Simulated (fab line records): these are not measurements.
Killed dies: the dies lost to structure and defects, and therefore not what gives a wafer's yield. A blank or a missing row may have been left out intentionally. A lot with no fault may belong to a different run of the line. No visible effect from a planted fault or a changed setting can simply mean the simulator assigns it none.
Split-lot experiment / flow n5Finfet / 7 lots, 39 wafers read, on a route of 1938 steps

SPLIT DETAILS
At N5_PASSIVATION_PECVD_55 (deposits SiO2 from SiH4/N2O, target thk 400 nm, time 22.5 s), the setting timeS was moved away from the recipe's 22.5 s on 12 of the 39 wafers read, by -39.3% to +54.5%. This setting was run at the recipe's value on the other wafers.

Reading taken at the split's own step.

THE READING
SiO2_of_PASSIVATION_PECVD_55.thkNm (the simulator's own value, which no gauge read), in nm, at N5_PASSIVATION_PECVD_55 (deposits SiO2 from SiH4/N2O, target thk 400 nm, time 22.5 s). There is no usual value for it anywhere in the file. The 27 wafers here that ran the recipe average 401.0 nm, standard deviation 4.4 nm.

wafer=L077.1; tool, chamber at the split=pecvd-01, 2; timeS as run, s=22.5; against the recipe=recipe; SiO2_of_PASSIVATION_PECVD_55.thkNm, nm=396.8; against lot-mates on the recipe=-
wafer=L077.2; tool, chamber at the split=pecvd-01, 1; timeS as run, s=22.5; against the recipe=recipe; SiO2_of_PASSIVATION_PECVD_55.thkNm, nm=395.8; against lot-mates on the recipe=-
wafer=L077.3; tool, chamber at the split=pecvd-01, 0; timeS as run, s=13.65; against the recipe=-39.3%; SiO2_of_PASSIVATION_PECVD_55.thkNm, nm=243; against lot-mates on the recipe=-155.7
wafer=L077.4; tool, chamber at the split=pecvd-01, 1; timeS as run, s=13.65; against the recipe=-39.3%; SiO2_of_PASSIVATION_PECVD_55.thkNm, nm=247; against lot-mates on the recipe=-151.7
wafer=L077.5; tool, chamber at the split=pecvd-01, 0; timeS as run, s=22.5; against the recipe=recipe; SiO2_of_PASSIVATION_PECVD_55.thkNm, nm=403.4; against lot-mates on the recipe=-
wafer=L077.6; tool, chamber at the split=pecvd-01, 2; timeS as run, s=13.65; against the recipe=-39.3%; SiO2_of_PASSIVATION_PECVD_55.thkNm, nm=244; against lot-mates on the recipe=-154.7
wafer=L080.1; tool, chamber at the split=pecvd-03, 2; timeS as run, s=22.5; against the recipe=recipe; SiO2_of_PASSIVATION_PECVD_55.thkNm, nm=394.4; against lot-mates on the recipe=-
wafer=L080.2; tool, chamber at the split=pecvd-03, 1; timeS as run, s=22.5; against the recipe=recipe; SiO2_of_PASSIVATION_PECVD_55.thkNm, nm=397; against lot-mates on the recipe=-
wafer=L080.3; tool, chamber at the split=pecvd-03, 0; timeS as run, s=22.5; against the recipe=recipe; SiO2_of_PASSIVATION_PECVD_55.thkNm, nm=398; against lot-mates on the recipe=-
wafer=L080.4; tool, chamber at the split=pecvd-03, 1; timeS as run, s=22.5; against the recipe=recipe; SiO2_of_PASSIVATION_PECVD_55.thkNm, nm=399.4; against lot-mates on the recipe=-
wafer=L080.5; tool, chamber at the split=pecvd-03, 2; timeS as run, s=22.5; against the recipe=recipe; SiO2_of_PASSIVATION_PECVD_55.thkNm, nm=396.8; against lot-mates on the recipe=-
wafer=L080.6; tool, chamber at the split=pecvd-03, 0; timeS as run, s=22.5; against the recipe=recipe; SiO2_of_PASSIVATION_PECVD_55.thkNm, nm=402.8; against lot-mates on the recipe=-
wafer=L086.1; tool, chamber at the split=pecvd-03, 0; timeS as run, s=14.06; against the recipe=-37.5%; SiO2_of_PASSIVATION_PECVD_55.thkNm, nm=245.2; against lot-mates on the recipe=-154.3
wafer=L086.2; tool, chamber at the split=pecvd-03, 2; timeS as run, s=22.5; against the recipe=recipe; SiO2_of_PASSIVATION_PECVD_55.thkNm, nm=398.6; against lot-mates on the recipe=-
wafer=L086.3; tool, chamber at the split=pecvd-03, 1; timeS as run, s=22.5; against the recipe=recipe; SiO2_of_PASSIVATION_PECVD_55.thkNm, nm=400.2; against lot-mates on the recipe=-
wafer=L086.4; tool, chamber at the split=pecvd-03, 0; timeS as run, s=22.5; against the recipe=recipe; SiO2_of_PASSIVATION_PECVD_55.thkNm, nm=399.6; against lot-mates on the recipe=-
wafer=L086.5; tool, chamber at the split=pecvd-03, 1; timeS as run, s=14.06; against the recipe=-37.5%; SiO2_of_PASSIVATION_PECVD_55.thkNm, nm=255.6; against lot-mates on the recipe=-143.9
wafer=L086.6; tool, chamber at the split=pecvd-03, 2; timeS as run, s=14.06; against the recipe=-37.5%; SiO2_of_PASSIVATION_PECVD_55.thkNm, nm=249; against lot-mates on the recipe=-150.5
wafer=L087.1; tool, chamber at the split=pecvd-01, 1; timeS as run, s=22.5; against the recipe=recipe; SiO2_of_PASSIVATION_PECVD_55.thkNm, nm=402; against lot-mates on the recipe=-
wafer=L087.3; tool, chamber at the split=pecvd-01, 0; timeS as run, s=22.5; against the recipe=recipe; SiO2_of_PASSIVATION_PECVD_55.thkNm, nm=406; against lot-mates on the recipe=-
wafer=L087.4; tool, chamber at the split=pecvd-01, 1; timeS as run, s=22.5; against the recipe=recipe; SiO2_of_PASSIVATION_PECVD_55.thkNm, nm=413.8; against lot-mates on the recipe=-
wafer=L089.1; tool, chamber at the split=pecvd-02, 1,2; timeS as run, s=22.5; against the recipe=recipe; SiO2_of_PASSIVATION_PECVD_55.thkNm, nm=400.4; against lot-mates on the recipe=-
wafer=L089.3; tool, chamber at the split=pecvd-02, 1,2; timeS as run, s=22.5; against the recipe=recipe; SiO2_of_PASSIVATION_PECVD_55.thkNm, nm=400.4; against lot-mates on the recipe=-
wafer=L089.2; tool, chamber at the split=pecvd-02, 0; timeS as run, s=22.5; against the recipe=recipe; SiO2_of_PASSIVATION_PECVD_55.thkNm, nm=403.2; against lot-mates on the recipe=-
wafer=L089.4; tool, chamber at the split=pecvd-02, 2; timeS as run, s=22.5; against the recipe=recipe; SiO2_of_PASSIVATION_PECVD_55.thkNm, nm=403.6; against lot-mates on the recipe=-
wafer=L089.5; tool, chamber at the split=pecvd-02, 0; timeS as run, s=22.5; against the recipe=recipe; SiO2_of_PASSIVATION_PECVD_55.thkNm, nm=406.8; against lot-mates on the recipe=-
wafer=L089.6; tool, chamber at the split=pecvd-02, 1; timeS as run, s=22.5; against the recipe=recipe; SiO2_of_PASSIVATION_PECVD_55.thkNm, nm=407.2; against lot-mates on the recipe=-
wafer=L097.1; tool, chamber at the split=pecvd-01, 1; timeS as run, s=34.77; against the recipe=+54.5%; SiO2_of_PASSIVATION_PECVD_55.thkNm, nm=607; against lot-mates on the recipe=+204.6
wafer=L097.2; tool, chamber at the split=pecvd-01, 0; timeS as run, s=34.77; against the recipe=+54.5%; SiO2_of_PASSIVATION_PECVD_55.thkNm, nm=611.8; against lot-mates on the recipe=+209.4
wafer=L097.3; tool, chamber at the split=pecvd-01, 2; timeS as run, s=34.77; against the recipe=+54.5%; SiO2_of_PASSIVATION_PECVD_55.thkNm, nm=613.8; against lot-mates on the recipe=+211.4
wafer=L097.4; tool, chamber at the split=pecvd-01, 1; timeS as run, s=22.5; against the recipe=recipe; SiO2_of_PASSIVATION_PECVD_55.thkNm, nm=400.8; against lot-mates on the recipe=-
wafer=L097.5; tool, chamber at the split=pecvd-01, 2; timeS as run, s=22.5; against the recipe=recipe; SiO2_of_PASSIVATION_PECVD_55.thkNm, nm=402; against lot-mates on the recipe=-
wafer=L097.6; tool, chamber at the split=pecvd-01, 0; timeS as run, s=22.5; against the recipe=recipe; SiO2_of_PASSIVATION_PECVD_55.thkNm, nm=404.4; against lot-mates on the recipe=-
wafer=L096.1; tool, chamber at the split=pecvd-03, 1; timeS as run, s=22.5; against the recipe=recipe; SiO2_of_PASSIVATION_PECVD_55.thkNm, nm=404.4; against lot-mates on the recipe=-
wafer=L096.2; tool, chamber at the split=pecvd-03, 2; timeS as run, s=22.5; against the recipe=recipe; SiO2_of_PASSIVATION_PECVD_55.thkNm, nm=397.4; against lot-mates on the recipe=-
wafer=L096.3; tool, chamber at the split=pecvd-03, 0; timeS as run, s=22.5; against the recipe=recipe; SiO2_of_PASSIVATION_PECVD_55.thkNm, nm=392.8; against lot-mates on the recipe=-
wafer=L096.4; tool, chamber at the split=pecvd-03, 2; timeS as run, s=15.45; against the recipe=-31.3%; SiO2_of_PASSIVATION_PECVD_55.thkNm, nm=278.2; against lot-mates on the recipe=-120.0
wafer=L096.5; tool, chamber at the split=pecvd-03, 0; timeS as run, s=15.45; against the recipe=-31.3%; SiO2_of_PASSIVATION_PECVD_55.thkNm, nm=278.4; against lot-mates on the recipe=-119.8
wafer=L096.6; tool, chamber at the split=pecvd-03, 1; timeS as run, s=15.45; against the recipe=-31.3%; SiO2_of_PASSIVATION_PECVD_55.thkNm, nm=282; against lot-mates on the recipe=-116.2
The file does not say which wafer passed through which chamber wherever a row lists several chambers: such a row stands for several wafers.

THE FIT
A straight line over all 39 wafers: SiO2_of_PASSIVATION_PECVD_55.thkNm changes by +3.91 nm for each +1% of timeS; r = +1.00; the points scatter about the line by 4.4 nm.
The same after taking each lot's own level away (the mean of its wafers on the recipe; 39 wafers): +3.87 nm for each +1%; r = +1.00; scatter 3.5 nm.
On that fit, the largest move of timeS shifts the reading by 2.1e+02 nm.
From 398.07 to 407.27 nm: that is the span of the lots' own levels, equal to 2.1 times the standard deviation above.
The two slopes agree, so the slope changes little with the lot-to-lot level.
Check: with one of the wafers moved furthest among these (+54.5%) left out of the fit, the line predicts +212 nm for it against its lot-mates. It came out at +205 nm against them.

FURTHER SPLITS ON THESE WAFERS
Note: prior to the reading, these wafers also went through further splits. Each is held against what the fit with the lots' levels taken away leaves over:
other split on the same wafers=N5_BEOL_M12_ILD_DEP_00 timeS; wafers away from the commonest value=15; r with SiO2_of_PASSIVATION_PECVD_55.thkNm (lot level and that fit taken away)=+0.02

THE WHOLE CHAIN: every reading that the file lists as answering this split, in the file's order
step=N5_PASSIVATION_PECVD_55; what it does=deposits SiO2 from SiH4/N2O, target thk 400 nm, time 22.5 s; reading=SiO2_of_PASSIVATION_PECVD_55.thkNm (the simulator's own value, which no gauge read); change (the file's fit)=+3.87 nm for each +1% of the setting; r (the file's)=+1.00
step=N5_PASSIVATION_VIA_ETCH_13; what it does=etches SiO2 in CHF3/O2, target depth 660 nm, time 330 s; reading=etchRfOnTimeS; change (the file's fit)=withheld for each +1% of the setting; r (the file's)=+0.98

FILE'S OWN FIT
SiO2_of_PASSIVATION_PECVD_55.thkNm changes by +3.87 nm for each +1% of timeS, r = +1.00.
